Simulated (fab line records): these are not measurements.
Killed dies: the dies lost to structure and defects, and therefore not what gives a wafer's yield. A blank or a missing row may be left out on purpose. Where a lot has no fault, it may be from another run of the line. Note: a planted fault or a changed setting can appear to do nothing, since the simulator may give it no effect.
Matching of chambers | flow nand harc | NHARC_A_BONDPAD_ETCH_34 on rie diel-07 has 3 sister chambers
The step etches the open film in N2/H2, target depth 60 nm, overetch 18 nm, time 65.91 s. 3 wafers are shown with their chamber, then 6 later ones without.

WAFERS, EACH WITH ITS CHAMBER
wafer  | chamber | rf fwd power W (W)
L564.2 | 1       | 396.5
L572.2 | 3       | 396.9
L576.2 | 2       | 393.5

WAFERS WITH NO CHAMBER GIVEN
wafer  | rf fwd power W (W)
L576.5 | 395.5
L577.1 | 393.6
L577.5 | 394.9
L577.6 | 393.8
L582.3 | 398.0
L582.4 | 398.6

WHICH CHAMBER EACH ONE RAN IN
wafer  | from the rows above          | in truth
L576.5 | can't be placed: 1 or 3 or 2 | 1
L577.1 | 2                            | 2
L577.5 | can't be placed: 2 or 1 or 3 | 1
L577.6 | 2                            | 2
L582.3 | can't be placed: 3 or 1      | 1
L582.4 | can't be placed: 3 or 1      | 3
Correctly placed: 2 of 6. From these rows, 4 cannot be placed; in 4 the true chamber is one of the candidates. Placed wrongly: 0.
How it was worked out, from the rows above alone: a wafer's distance from a chamber is the root of the sum, over the readings, of the square of ((its reading less the chamber's mean) divided by the reading's scatter). The wafer belongs to the nearest chamber; if the next one is less than 2 further off, it can't be placed. For every chamber, the mean is computed from those of its wafers that are shown. The scatter: root of mean squared gap, hidden wafer to nearest shown wafer, with one shown wafer a chamber.
